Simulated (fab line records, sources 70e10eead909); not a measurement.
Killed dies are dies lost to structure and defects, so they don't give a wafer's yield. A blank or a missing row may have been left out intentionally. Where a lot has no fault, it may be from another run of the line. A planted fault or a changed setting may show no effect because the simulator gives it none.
fab line records + flow nand_harc
record
- lots=14
- wafers=38
- last_day=34
route steps=1302 shown P_BONDPAD@367 A_ONON_D1@438 A_CHANNEL_HOLE_D1@450 END@1302
lots untouched by any fault: they come from a run of this same line in which no faults occurred
start_h: the number of hours between the record's first day and the start of the first shown wafer of the lot + wait_h: hours elapsed since this lot's preceding step + " repeats the value in the row above + L1.1+2: several wafers, shown together as one row + - value missing, or start not given + * or withheld: withheld + < > ~ a bound
route shown NAME@n: names a module that has steps shown in the file, with the first one's number in the route + usual: the fault-free wafers' mean and standard deviation + same: alike in all rows + chamber/n: place in a boat + sites: each site's reading + _std_site: how widely they spread, as a standard deviation + _edge_site: the outer-site mean with the inner-site mean subtracted + radius_mm: how far each site lies from the wafer's centre + mask NAME#n: copy n + behind: tool/chamber where the wafer was last shaped + hold: cause of the lot's hold/its duration in hours/its outcome + device: the transistor (n, p or np) that didn't switch + end of line: the same wafers' tests at the end of the route + a step with no rows: only its recipe + killed: dies that structure and defects cost at the first sort, which is not the same as the wafer's yield + map: a wafer's dies, x killed, . not, _ none there
set.NAME: the setting the step ran with; set.NAME@STEP: the setting that earlier step ran with + model.NAME: the simulator's own value behind a step, which no gauge read
a sample of lots followed through the steps of the route, with each step as a table and each wafer as a row
services: from which hour (start_h, from the record's first day; less than 0 if before it) a tool's chamber was out of use, for how many hours, and why
## steps
# step NHARC_P_BONDPAD_DESCUM_11
# recipe
- time_s=3
- o2_flow_sccm=200
- ar_flow_sccm=0
- bias_power_w=0
- chemistry=O2
# usual
- drypump_motor_current_A=5.7/0.46
- oes_product_au=0.999/0.0097
- rf_vpp_V=58.0/0.9
- showerhead_plenum_p_Torr=1.94/0.077
- throttle_valve_pct=11.311/0.0085
# same
- bias_power_w=0
| lot.wafer | tool        | chamber | start_h | wait_h | drypump_motor_current_A | oes_product_au | rf_hours_counter_h | rf_vpp_V | showerhead_plenum_p_Torr | throttle_valve_pct |
|-----------|-------------|---------|---------|--------|-------------------------|----------------|--------------------|----------|--------------------------|--------------------|
| L954.2    | rie_diel-08 | 1       | 143.94  | -      | 6.1                     | 0.997          | 5.9                | 57.3     | 1.84                     | 11.317             |
| L954.1    | "           | 2       | "       | "      | 6.2                     | 0.990          | 5.6                | 59.2     | 2.04                     | 11.299             |
| L954.5    | "           | 0       | "       | "      | 5.8                     | 1.003          | -                  | 58.7     | 2.00                     | 11.317             |
| L963.3    | rie_diel-11 | 3       | 238.26  | -      | 5.8                     | 0.997          | 3.2                | 57.2     | 1.86                     | 11.296             |
| L964.3    | rie_diel-08 | 0       | 245.77  | -      | 5.8                     | 1.020          | 4.1                | 58.1     | 2.00                     | 11.305             |
| L966.3    | rie_diel-03 | 3       | 259.42  | -      | 6.1                     | 1.008          | 10.8               | 58.6     | 1.80                     | 11.295             |
| L966.2    | "           | 1       | "       | "      | 6.1                     | 0.986          | 10.5               | 58.0     | 1.97                     | 11.320             |
| L966.4    | "           | 2       | "       | "      | 4.9                     | 1.000          | 10.7               | 58.2     | 1.96                     | 11.306             |
| L968.4    | rie_diel-11 | 0       | 282.18  | -      | 5.6                     | 0.997          | 0.8                | 57.6     | 1.90                     | 11.314             |
| L968.2    | "           | 2       | "       | "      | 5.1                     | 0.998          | 0.8                | 59.2     | 2.05                     | 11.298             |
| L968.5    | "           | 1       | "       | "      | 6.3                     | 0.992          | -                  | 57.7     | 1.99                     | 11.315             |
| L967.2    | rie_diel-11 | 2       | 282.99  | -      | 5.1                     | 1.006          | 0.9                | 57.9     | 2.05                     | 11.313             |
| L967.3    | "           | 1       | "       | "      | 6.3                     | 1.000          | 1.1                | 57.6     | 1.99                     | 11.310             |
| L967.5    | "           | 3       | "       | "      | 5.8                     | 1.008          | -                  | 57.5     | 1.86                     | 11.307             |
| L969.1    | rie_diel-11 | 3       | 300.48  | -      | 5.8                     | 0.986          | 1.2                | 57.9     | 1.86                     | 11.309             |
| L969.4    | "           | 0       | "       | "      | 5.5                     | 0.988          | 1.4                | 58.1     | 1.90                     | 11.315             |
| L969.5    | "           | 3       | "       | "      | 5.8                     | 0.996          | -                  | 59.3     | 1.86                     | 11.317             |
| L970.3    | rie_diel-03 | 0       | 307.83  | -      | 5.4                     | 1.011          | 0.4                | 60.0     | 1.98                     | 11.316             |
| L970.1    | "           | 2       | "       | "      | 4.9                     | 0.996          | 1.9                | 58.2     | 1.96                     | 11.317             |
| L970.5    | "           | 0       | "       | "      | 5.4                     | 0.998          | -                  | 58.2     | 1.98                     | 11.305             |
| L971.3    | rie_diel-11 | 1       | 309.61  | -      | 6.3                     | 1.016          | 1.9                | 58.9     | 1.99                     | 11.296             |
| L971.1    | "           | 0       | "       | "      | 5.5                     | 0.987          | 1.5                | 57.4     | 1.90                     | 11.314             |
| L971.5    | "           | 1       | "       | "      | 6.3                     | 1.005          | -                  | 57.9     | 1.99                     | 11.325             |
| L972.4    | rie_diel-11 | 2       | 323.14  | -      | 5.1                     | 0.999          | 2.3                | 59.8     | 2.05                     | 11.308             |
| L972.3    | "           | 0       | "       | "      | 5.5                     | 0.995          | 2.1                | 57.5     | 1.90                     | 11.314             |
| L972.5    | "           | 1       | "       | "      | 6.3                     | 0.998          | -                  | 59.6     | 1.99                     | 11.313             |
| L974.4    | rie_diel-03 | 1       | 339.41  | -      | 6.1                     | 1.018          | 4.1                | 58.2     | 1.97                     | 11.314             |
| L974.5    | "           | 1       | "       | "      | 6.1                     | 1.024          | -                  | 58.1     | 1.97                     | 11.297             |
| L974.6    | "           | 2       | "       | "      | 4.9                     | 0.999          | -                  | 56.6     | 1.96                     | 11.308             |
| L973.2    | rie_diel-03 | 2       | 339.91  | -      | 4.9                     | 0.992          | 4.8                | 57.7     | 1.96                     | 11.317             |
| L973.3    | "           | 3       | "       | "      | 6.1                     | 1.000          | 3.1                | 57.0     | 1.80                     | 11.306             |
| L973.4    | "           | 0       | "       | "      | 5.4                     | 0.992          | 2.7                | 57.2     | 1.98                     | 11.302             |
| L975.3    | rie_diel-11 | 0       | 352.42  | -      | 5.5                     | 0.993          | 2.9                | 57.0     | 1.90                     | 11.315             |
| L975.1    | "           | 2       | "       | "      | 5.1                     | 1.004          | 3.2                | 59.0     | 2.05                     | 11.303             |
| L975.6    | "           | 3       | "       | "      | 5.8                     | 1.001          | -                  | 57.9     | 1.86                     | 11.296             |
| L976.4    | rie_diel-11 | 0       | 372.82  | -      | 5.5                     | 0.985          | 3.3                | 58.4     | 1.90                     | 11.320             |
| L976.3    | "           | 2       | "       | "      | 5.1                     | 1.006          | 3.8                | 57.0     | 2.05                     | 11.326             |
| L976.5    | "           | 3       | "       | "      | 5.8                     | 1.010          | -                  | 57.9     | 1.86                     | 11.309             |
# step NHARC_A_ONON_D1_DEP_19
# recipe
- target_thk_a=10000
- n2_flow_sccm=2750
- n2o_flow_sccm=2000
- nh3_flow_sccm=500
- sih4_flow_sccm=210
- temp_c=400
| lot.wafer  | tool          | chamber | start_h | wait_h |
|------------|---------------|---------|---------|--------|
| L954.1+2+5 | pecvd_onon-04 | 0       | 181.02  | 0.1    |
| L963.3     | pecvd_onon-04 | 0       | 278.80  | 0.2    |
| L964.3     | pecvd_onon-04 | 0       | 282.58  | 0.2    |
| L966.2+3+4 | pecvd_onon-01 | 0       | 298.66  | 0.1    |
| L967.2+3+5 | pecvd_onon-01 | 0       | 318.12  | 0.1    |
| L968.2+4+5 | pecvd_onon-03 | 0       | 318.13  | 0.1    |
| L969.1+4+5 | pecvd_onon-01 | 0       | 336.66  | 0.1    |
| L971.1+3+5 | pecvd_onon-03 | 0       | 344.53  | 0.1    |
| L970.1+3+5 | pecvd_onon-01 | 0       | 344.56  | 0.1    |
| L972.3+4+5 | pecvd_onon-03 | 0       | 359.19  | 0.2    |
| L973.2+3+4 | pecvd_onon-01 | 0       | 376.34  | 0.1    |
| L974.4+5+6 | pecvd_onon-04 | 0       | 376.45  | 0.2    |
| L975.1+3+6 | pecvd_onon-04 | 0       | 390.42  | 0.1    |
| L976.3+4+5 | pecvd_onon-04 | 0       | 410.84  | 0.2    |
# step NHARC_A_ONON_D1_THK_MEAS_21
# recipe
- thk_meas_gauge=ellipsometry
# usual
- thk_nm=1000/9.8
| lot.wafer | tool          | chamber | start_h | wait_h | hold                     | thk_nm |
|-----------|---------------|---------|---------|--------|--------------------------|--------|
| L954.1    | film_metro-02 | -       | 181.53  | -      | -                        | 995    |
| L954.2    | "             | -       | "       | "      | -                        | 994    |
| L954.5    | "             | -       | "       | "      | -                        | 993    |
| L963.3    | film_metro-02 | -       | 279.20  | -      | await_dispo/0.2h/release | 1495   |
| L963.3    | film_metro-02 | -       | 279.37  | 0.2    | -                        | 1494   |
| L964.3    | film_metro-01 | -       | 282.98  | -      | await_dispo/0.2h/release | 1481   |
| L964.3    | film_metro-01 | -       | 283.15  | 0.2    | -                        | 1481   |
| L966.2    | film_metro-01 | -       | 299.11  | -      | -                        | 1001   |
| L966.3    | "             | -       | "       | "      | -                        | 1000   |
| L966.4    | "             | -       | "       | "      | -                        | 1000   |
| L967.2    | film_metro-01 | -       | 318.58  | -      | -                        | 992    |
| L967.3    | "             | -       | "       | "      | -                        | 991    |
| L967.5    | "             | -       | "       | "      | -                        | 992    |
| L968.2    | film_metro-02 | -       | 318.58  | -      | -                        | 990    |
| L968.4    | "             | -       | "       | "      | -                        | 992    |
| L968.5    | "             | -       | "       | "      | -                        | 991    |
| L969.1    | film_metro-02 | -       | 337.17  | -      | -                        | 985    |
| L969.4    | "             | -       | "       | "      | -                        | 988    |
| L969.5    | "             | -       | "       | "      | -                        | 988    |
| L971.1    | film_metro-01 | -       | 345.04  | -      | -                        | 1004   |
| L971.3    | "             | -       | "       | "      | -                        | 1003   |
| L971.5    | "             | -       | "       | "      | -                        | 1003   |
| L970.1    | film_metro-02 | -       | 345.07  | -      | -                        | 1013   |
| L970.3    | "             | -       | "       | "      | -                        | 1013   |
| L970.5    | "             | -       | "       | "      | -                        | 1012   |
| L972.3    | film_metro-01 | -       | 359.58  | -      | -                        | 1011   |
| L972.4    | "             | -       | "       | "      | -                        | 1013   |
| L972.5    | "             | -       | "       | "      | -                        | 1013   |
| L974.4    | film_metro-01 | -       | 376.78  | -      | -                        | 1009   |
| L974.5    | "             | -       | "       | "      | -                        | 1009   |
| L974.6    | "             | -       | "       | "      | -                        | 1012   |
| L973.2    | film_metro-01 | -       | 376.79  | -      | -                        | 987    |
| L973.3    | "             | -       | "       | "      | -                        | 990    |
| L973.4    | "             | -       | "       | "      | -                        | 988    |
| L975.1    | film_metro-02 | -       | 390.92  | -      | -                        | 1000   |
| L975.3    | "             | -       | "       | "      | -                        | 1002   |
| L975.6    | "             | -       | "       | "      | -                        | 999    |
| L976.3    | film_metro-01 | -       | 411.23  | -      | -                        | 1009   |
| L976.4    | "             | -       | "       | "      | -                        | 1009   |
| L976.5    | "             | -       | "       | "      | -                        | 1011   |
# step NHARC_A_CHANNEL_HOLE_D1_DEP_00
# recipe
- target_thk_a=31000
- temp_c=400
- material=aC
# usual
- throttle_valve_pct=35.001/0.0088
| lot.wafer | tool       | chamber | start_h | wait_h | throttle_valve_pct |
|-----------|------------|---------|---------|--------|--------------------|
| L954.1    | acl_dep-03 | 0       | 184.05  | 0.3    | 35.008             |
| L954.2    | "          | 0       | "       | "      | 35.005             |
| L954.5    | "          | 0       | "       | "      | 35.014             |
| L966.2    | acl_dep-03 | 0       | 301.78  | 0.4    | 34.998             |
| L966.3    | "          | 0       | "       | "      | 34.995             |
| L966.4    | "          | 0       | "       | "      | 34.998             |
| L967.2    | acl_dep-01 | 0       | 321.19  | 0.4    | 34.986             |
| L967.3    | "          | 0       | "       | "      | 34.996             |
| L967.5    | "          | 0       | "       | "      | 35.002             |
| L968.2    | acl_dep-03 | 0       | 322.17  | 1.3    | 34.993             |
| L968.4    | "          | 0       | "       | "      | 35.008             |
| L968.5    | "          | 0       | "       | "      | 35.012             |
| L969.1    | acl_dep-03 | 0       | 339.47  | 0.1    | 35.005             |
| L969.4    | "          | 0       | "       | "      | 35.008             |
| L969.5    | "          | 0       | "       | "      | 35.005             |
| L971.1    | acl_dep-03 | 0       | 348.05  | 0.8    | 34.991             |
| L971.3    | "          | 0       | "       | "      | 35.006             |
| L971.5    | "          | 0       | "       | "      | 34.982             |
| L970.1    | acl_dep-02 | 0       | 348.05  | 0.7    | 35.004             |
| L970.3    | "          | 0       | "       | "      | 34.988             |
| L970.5    | "          | 0       | "       | "      | 34.994             |
| L972.3    | acl_dep-02 | 0       | 362.53  | 0.7    | 34.993             |
| L972.4    | "          | 0       | "       | "      | 34.995             |
| L972.5    | "          | 0       | "       | "      | 34.988             |
| L973.2    | acl_dep-02 | 0       | 384.10  | 5.1    | 35.013             |
| L973.3    | "          | 0       | "       | "      | 34.992             |
| L973.4    | "          | 0       | "       | "      | 35.011             |
| L974.4    | acl_dep-03 | 0       | 384.23  | 5.2    | 34.997             |
| L974.5    | "          | 0       | "       | "      | 34.989             |
| L974.6    | "          | 0       | "       | "      | 35.003             |
| L975.1    | acl_dep-03 | 0       | 393.22  | 0.1    | 35.000             |
| L975.3    | "          | 0       | "       | "      | 35.007             |
| L975.6    | "          | 0       | "       | "      | 35.009             |
| L976.3    | acl_dep-02 | 0       | 414.37  | 0.9    | 34.998             |
| L976.4    | "          | 0       | "       | "      | 35.008             |
| L976.5    | "          | 0       | "       | "      | 35.019             |
# step NHARC_A_CHANNEL_HOLE_D1_INSPECT_12
# usual
- raw_defect_count=5.2/2.7
| lot.wafer | tool              | chamber | start_h | wait_h | raw_defect_count |
|-----------|-------------------|---------|---------|--------|------------------|
| L954.1    | defect_inspect-02 | -       | 186.83  | 0.0    | 4                |
| L954.2    | "                 | -       | "       | "      | 4                |
| L954.5    | "                 | -       | "       | "      | 7                |
| L966.2    | defect_inspect-02 | -       | 304.25  | 0.0    | 3                |
| L966.3    | "                 | -       | "       | "      | 2                |
| L966.4    | "                 | -       | "       | "      | 3                |
| L967.2    | defect_inspect-02 | -       | 323.51  | 0.0    | 5                |
| L967.3    | "                 | -       | "       | "      | 6                |
| L967.5    | "                 | -       | "       | "      | 6                |
| L968.2    | defect_inspect-02 | -       | 324.63  | 0.0    | 0                |
| L968.4    | "                 | -       | "       | "      | 2                |
| L968.5    | "                 | -       | "       | "      | 3                |
| L969.1    | defect_inspect-02 | -       | 342.13  | 0.0    | 5                |
| L969.4    | "                 | -       | "       | "      | 5                |
| L969.5    | "                 | -       | "       | "      | 7                |
| L971.1    | defect_inspect-01 | -       | 350.80  | 0.0    | 6                |
| L971.3    | "                 | -       | "       | "      | 7                |
| L971.5    | "                 | -       | "       | "      | 5                |
| L970.1    | defect_inspect-02 | -       | 350.95  | 0.0    | 5                |
| L970.3    | "                 | -       | "       | "      | 2                |
| L970.5    | "                 | -       | "       | "      | 3                |
| L972.3    | defect_inspect-02 | -       | 364.68  | 0.0    | 4                |
| L972.4    | "                 | -       | "       | "      | 2                |
| L972.5    | "                 | -       | "       | "      | 4                |
| L974.4    | defect_inspect-02 | -       | 386.04  | 0.0    | 10               |
| L974.5    | "                 | -       | "       | "      | 6                |
| L974.6    | "                 | -       | "       | "      | 6                |
| L973.2    | defect_inspect-02 | -       | 386.53  | 0.0    | 3                |
| L973.3    | "                 | -       | "       | "      | 7                |
| L973.4    | "                 | -       | "       | "      | 10               |
| L975.1    | defect_inspect-02 | -       | 396.03  | 0.0    | 7                |
| L975.3    | "                 | -       | "       | "      | 6                |
| L975.6    | "                 | -       | "       | "      | 6                |
| L976.3    | defect_inspect-01 | -       | 416.59  | 0.0    | 7                |
| L976.4    | "                 | -       | "       | "      | 5                |
| L976.5    | "                 | -       | "       | "      | 9                |
# step NHARC_END_SORT_01
# recipe
- temp_c=25
# usual
- killed_at_array=53/18
- killed_at_other=1.0/1.2
- killed_at_periphery=3.6/2.4
- killed_dies=58/18
- killed_open=3.4/1.8
- killed_short=2.3/1.5
# same
- gross_dies=677
| lot.wafer | tool      | chamber | start_h | wait_h | hold                     | killed_at_array | killed_at_other | killed_at_periphery | killed_dies | killed_open | killed_short |
|-----------|-----------|---------|---------|--------|--------------------------|-----------------|-----------------|---------------------|-------------|-------------|--------------|
| L954.1    | prober-01 | 0       | 571.58  | 2.5    | -                        | 76              | 0               | 5                   | 81          | 4           | 4            |
| L954.2    | prober-01 | 0       | 572.38  | 2.8    | -                        | 76              | 1               | 8                   | 85          | 3           | 2            |
| L954.5    | prober-01 | 0       | 574.79  | 3.7    | -                        | 88              | 1               | 7                   | 96          | 7           | 1            |
| L963.3    | prober-01 | 0       | 655.54  | 3.1    | await_dispo/1.5h/release | 671             | 3               | 3                   | 677         | 5           | 6            |
| L964.3    | prober-02 | 0       | 677.57  | 3.1    | await_dispo/3.3h/release | 675             | 0               | 2                   | 677         | 4           | 2            |
| L966.2    | prober-02 | 0       | 684.56  | 2.8    | -                        | 64              | 4               | 1                   | 69          | 3           | 3            |
| L966.3    | prober-02 | 0       | 685.36  | 3.1    | -                        | 66              | 3               | 3                   | 72          | 1           | 4            |
| L966.4    | prober-02 | 0       | 686.15  | 3.4    | -                        | 58              | 1               | 0                   | 59          | 5           | 2            |
| L967.2    | prober-01 | 0       | 717.69  | 2.8    | -                        | 71              | 1               | 11                  | 83          | 4           | 2            |
| L967.3    | prober-01 | 0       | 718.48  | 3.1    | -                        | 84              | 2               | 7                   | 93          | 5           | 2            |
| L967.5    | prober-01 | 0       | 720.07  | 3.7    | -                        | 74              | 0               | 5                   | 79          | 2           | 2            |
| L968.2    | prober-02 | 0       | 717.73  | 2.8    | -                        | 73              | 0               | 13                  | 86          | 2           | 2            |
| L968.4    | prober-02 | 0       | 719.33  | 3.4    | -                        | 52              | 0               | 10                  | 62          | 3           | 4            |
| L968.5    | prober-02 | 0       | 720.13  | 3.7    | -                        | 75              | 1               | 9                   | 85          | 3           | 8            |
| L969.1    | prober-01 | 0       | 732.92  | 2.5    | -                        | 41              | 2               | 1                   | 44          | 3           | 0            |
| L969.4    | prober-01 | 0       | 735.38  | 3.5    | -                        | 36              | 2               | 4                   | 42          | 4           | 2            |
| L969.5    | prober-01 | 0       | 736.20  | 3.8    | -                        | 40              | 1               | 3                   | 44          | 5           | 4            |
| L970.1    | prober-02 | 0       | 732.99  | 2.5    | -                        | 35              | 0               | 2                   | 37          | 5           | 1            |
| L970.3    | prober-02 | 0       | 734.59  | 3.1    | -                        | 34              | 1               | 3                   | 38          | 0           | 2            |
| L970.5    | prober-02 | 0       | 736.19  | 3.7    | -                        | 27              | 1               | 1                   | 29          | 2           | 0            |
# killed by level:class
L954.1 A_CHANNEL_HOLE_D1:chamber_film_flake=23 A_CHANNEL_HOLE_D2:chamber_film_flake=22 A_SLIT:chamber_film_flake=16 P_M2:chamber_film_flake=5 A_STAIRCASE:chamber_film_flake=4 A_ONON_D1:geometric_particle:open=1 A_CHANNEL_FILL_D1:geometric_particle:short=1 A_DECK1_JOINT:geometric_particle:short=1
L954.2 A_CHANNEL_HOLE_D1:chamber_film_flake=21 A_SLIT:chamber_film_flake=21 A_CHANNEL_HOLE_D2:chamber_film_flake=19 A_STAIRCASE:chamber_film_flake=8 P_GATE:chamber_film_flake=3 P_M2:chamber_film_flake=3 A_WL_FILL:chamber_film_flake=2 P_GATE:geometric_particle:open=1
L954.5 A_CHANNEL_HOLE_D1:chamber_film_flake=31 A_CHANNEL_HOLE_D2:chamber_film_flake=26 A_SLIT:chamber_film_flake=16 A_STAIRCASE:chamber_film_flake=4 P_M2:chamber_film_flake=3 A_DECK1_JOINT:chamber_film_flake=3 P_GATE:chamber_film_flake=2 P_M2:geometric_particle:open=1
L963.3 A_ONON_D1:area_dep=591 A_CHANNEL_HOLE_D1:chamber_film_flake=22 A_SLIT:chamber_film_flake=19 A_CHANNEL_HOLE_D2:chamber_film_flake=11 A_ZERO_WELL:chamber_film_flake=6 A_STAIRCASE:chamber_film_flake=6 A_CONTACT:chamber_film_flake=3 P_STI:chamber_film_flake=2
L964.3 A_ONON_D1:area_dep=614 A_CHANNEL_HOLE_D1:chamber_film_flake=30 A_SLIT:chamber_film_flake=21 A_M0:geometric_particle:open=2 A_CONTACT:chamber_film_flake=2 P_M0:geometric_particle:open=1 A_ONON_D1:geometric_particle:open=1 A_ONON_D1:geometric_particle:short=1
L966.2 A_CHANNEL_HOLE_D1:chamber_film_flake=32 A_CHANNEL_HOLE_D2:chamber_film_flake=10 A_SLIT:chamber_film_flake=8 THIN_TSV:chamber_film_flake=4 A_STAIRCASE:chamber_film_flake=3 A_CONTACT:chamber_film_flake=3 A_ONON_D1:geometric_particle:short=1 A_CHANNEL_FILL_D1:geometric_particle:open=1
L966.3 A_CHANNEL_HOLE_D1:chamber_film_flake=30 A_CHANNEL_HOLE_D2:chamber_film_flake=12 A_WL_FILL:chamber_film_flake=7 A_CONTACT:chamber_film_flake=6 A_SLIT:chamber_film_flake=3 THIN_TSV:chamber_film_flake=3 A_STAIRCASE:chamber_film_flake=2 P_CONTACT:geometric_particle:open=1
L966.4 A_CHANNEL_HOLE_D1:chamber_film_flake=34 A_CONTACT:chamber_film_flake=6 A_CHANNEL_HOLE_D2:chamber_film_flake=5 A_SLIT:chamber_film_flake=3 A_CHANNEL_FILL_D2:chamber_film_flake=2 A_ONON_D1:geometric_particle:open=1 A_CHANNEL_FILL_D1:geometric_particle:short=1 A_ONON_D2:geometric_particle:open=1
L967.2 A_CHANNEL_HOLE_D1:chamber_film_flake=31 A_SLIT:chamber_film_flake=17 A_CHANNEL_HOLE_D2:chamber_film_flake=9 A_CONTACT:chamber_film_flake=4 A_BONDPAD:chamber_film_flake=4 P_M0:geometric_particle:open=3 P_CONTACT:chamber_film_flake=3 P_GATE:chamber_film_flake=2
L968.2 A_CHANNEL_HOLE_D1:chamber_film_flake=35 A_CHANNEL_HOLE_D2:chamber_film_flake=14 P_CONTACT:chamber_film_flake=12 A_SLIT:chamber_film_flake=8 A_BONDPAD:chamber_film_flake=6 A_DECK1_JOINT:chamber_film_flake=3 A_CHANNEL_FILL_D1:geometric_particle:short=1 A_SLIT:geometric_particle:short=1
L967.3 A_SLIT:chamber_film_flake=29 A_CHANNEL_HOLE_D1:chamber_film_flake=22 A_CHANNEL_HOLE_D2:chamber_film_flake=14 A_BONDPAD:chamber_film_flake=5 P_CONTACT:geometric_particle:open=2 P_GATE:chamber_film_flake=2 P_CONTACT:chamber_film_flake=2 A_CHANNEL_FILL_D2:chamber_film_flake=2
L968.4 A_CHANNEL_HOLE_D1:chamber_film_flake=20 A_CHANNEL_HOLE_D2:chamber_film_flake=14 P_CONTACT:chamber_film_flake=5 A_SLIT:chamber_film_flake=4 P_GATE:chamber_film_flake=3 A_CONTACT:chamber_film_flake=3 A_M0:chamber_film_flake=3 A_BONDPAD:chamber_film_flake=2
L967.5 A_CHANNEL_HOLE_D1:chamber_film_flake=34 A_SLIT:chamber_film_flake=20 A_CHANNEL_HOLE_D2:chamber_film_flake=8 A_CONTACT:chamber_film_flake=5 A_BONDPAD:chamber_film_flake=4 P_GATE:chamber_film_flake=2 P_CONTACT:geometric_particle:open=1 P_M2:geometric_particle:short=1
L968.5 A_CHANNEL_HOLE_D1:chamber_film_flake=31 A_CHANNEL_HOLE_D2:chamber_film_flake=21 A_SLIT:chamber_film_flake=8 A_WL_FILL:geometric_particle:short=4 A_BONDPAD:chamber_film_flake=4 P_GATE:chamber_film_flake=3 P_CONTACT:chamber_film_flake=3 A_STAIRCASE:chamber_film_flake=3
L969.1 A_SLIT:chamber_film_flake=24 A_CHANNEL_HOLE_D1:chamber_film_flake=5 A_CHANNEL_FILL_D2:chamber_film_flake=4 A_STAIRCASE:chamber_film_flake=3 THIN_TSV:chamber_film_flake=2 A_CHANNEL_FILL_D1:geometric_particle:open=1 A_ONON_D2:geometric_particle:open=1 A_CHANNEL_FILL_D2:geometric_particle:open=1
L970.1 A_CHANNEL_HOLE_D2:chamber_film_flake=16 A_CHANNEL_HOLE_D1:chamber_film_flake=5 A_SLIT:chamber_film_flake=5 A_ONON_D2:geometric_particle:open=2 A_DECK1_JOINT:chamber_film_flake=2 A_STAIRCASE:chamber_film_flake=2 P_CONTACT:geometric_particle:open=1 P_M1:geometric_particle:open=1
L970.3 A_CHANNEL_HOLE_D1:chamber_film_flake=11 A_CHANNEL_HOLE_D2:chamber_film_flake=10 A_SLIT:chamber_film_flake=5 A_STAIRCASE:chamber_film_flake=3 A_CONTACT:chamber_film_flake=3 P_CONTACT:geometric_particle:short=2 A_DECK1_JOINT:chamber_film_flake=2 P_ZERO_WELL:chamber_film_flake=1
L969.4 A_SLIT:chamber_film_flake=15 A_CHANNEL_HOLE_D1:chamber_film_flake=5 A_CONTACT:chamber_film_flake=5 A_STAIRCASE:chamber_film_flake=4 A_DECK1_JOINT:chamber_film_flake=3 P_M0:geometric_particle:open=2 THIN_TSV:chamber_film_flake=2 P_STI:geometric_particle:open=1
L970.5 A_CHANNEL_HOLE_D2:chamber_film_flake=9 A_CHANNEL_HOLE_D1:chamber_film_flake=5 A_DECK1_JOINT:chamber_film_flake=3 A_STAIRCASE:chamber_film_flake=3 A_SLIT:chamber_film_flake=3 A_CONTACT:chamber_film_flake=2 P_M1:geometric_particle:open=1 A_BLC:geometric_particle:open=1
L969.5 A_SLIT:chamber_film_flake=19 A_CHANNEL_HOLE_D1:chamber_film_flake=6 A_CHANNEL_FILL_D2:geometric_particle:short=2 A_CHANNEL_FILL_D1:chamber_film_flake=2 A_CHANNEL_FILL_D2:chamber_film_flake=2 A_CONTACT:chamber_film_flake=2 P_M0:geometric_particle:open=1 A_CHANNEL_FILL_D1:geometric_particle:open=1
## services
| tool          | chamber | start_h | hours | kind   |
|---------------|---------|---------|-------|--------|
| acl_dep-03    | -       | 121.36  | 13.0  | pm     |
| pecvd_onon-04 | -       | 130.10  | 13.0  | pm     |
| rie_diel-08   | 1       | 144.82  | 85.5  | repair |
| rie_diel-11   | 3       | 185.55  | 4.1   | repair |
| pecvd_onon-03 | -       | 190.23  | 11.4  | repair |
| rie_diel-08   | -       | 190.80  | 9.0   | pm     |
| rie_diel-08   | 2       | 211.86  | 9.1   | repair |
| pecvd_onon-03 | -       | 227.00  | 13.0  | pm     |
| acl_dep-02    | -       | 229.30  | 10.7  | repair |
| acl_dep-02    | -       | 243.15  | 13.0  | pm     |
| rie_diel-08   | 3       | 247.54  | 8.2   | repair |
| rie_diel-11   | -       | 255.50  | 9.0   | pm     |
| rie_diel-08   | 2       | 256.48  | 3.4   | repair |
| rie_diel-08   | 3       | 263.35  | 10.4  | repair |
| pecvd_onon-01 | -       | 269.52  | 13.0  | pm     |
| rie_diel-03   | -       | 281.30  | 9.0   | pm     |
| rie_diel-03   | 3       | 291.79  | 10.1  | repair |
| acl_dep-03    | -       | 303.35  | 13.0  | pm     |
| pecvd_onon-04 | -       | 311.10  | 13.0  | pm     |
| acl_dep-02    | -       | 322.63  | 5.0   | repair |
| rie_diel-03   | 3       | 348.47  | 3.0   | repair |
| rie_diel-08   | -       | 367.80  | 9.0   | pm     |
| rie_diel-11   | 3       | 380.09  | 4.9   | repair |
| pecvd_onon-03 | -       | 408.00  | 13.0  | pm     |
## key
first_sign
- step=NHARC_A_ONON_D1_THK_MEAS_21
- reading=visit
- direction=added
effect
- step=NHARC_A_ONON_D1_THK_MEAS_21
- reading=thk_nm
- direction=up
- sigmas=50
- usual=1000
- struck=1488
effect
- step=NHARC_END_SORT_01
- reading=killed_at_array
- direction=up
- sigmas=35
- usual=53
- struck=673
more_kills_born_at
- NHARC_A_ONON_D1_DEP_19@pecvd_onon-04=1205
met_at NHARC_A_ONON_D1_DEP_19
struck_lots L963,L964
struck_wafers L963.3,L964.3
later_rows_left_out L963.3,L964.3
tester_left_out L963,L964
not_acting_at NHARC_P_BONDPAD_DESCUM_11,NHARC_A_CHANNEL_HOLE_D1_DEP_00,NHARC_A_CHANNEL_HOLE_D1_INSPECT_12
onset_between 181.02 278.80
fault
- kind=process_parameter_drift
- tool=pecvd_onon-04
- chamber=-
- onset_h=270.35
- steps=NHARC_A_ONON_D1_DEP_19
- channel=target_thk_a
- offset=*
- shape=step
- end_h=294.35
- scope=struck_wafers_only
- acts_in=*
- stated=*
# tester_left_out: of these lots the tester's yield and bins aren't shown, on N5 and GAA mostly nor the transistor test; their killed dies are dies lost to structure and defects alone, not to doping, threshold or leakage, so they don't give the yield
# later_rows_left_out: the simulator's readings of these wafers behind a module that went badly wrong aren't trusted and aren't shown, but for the sort
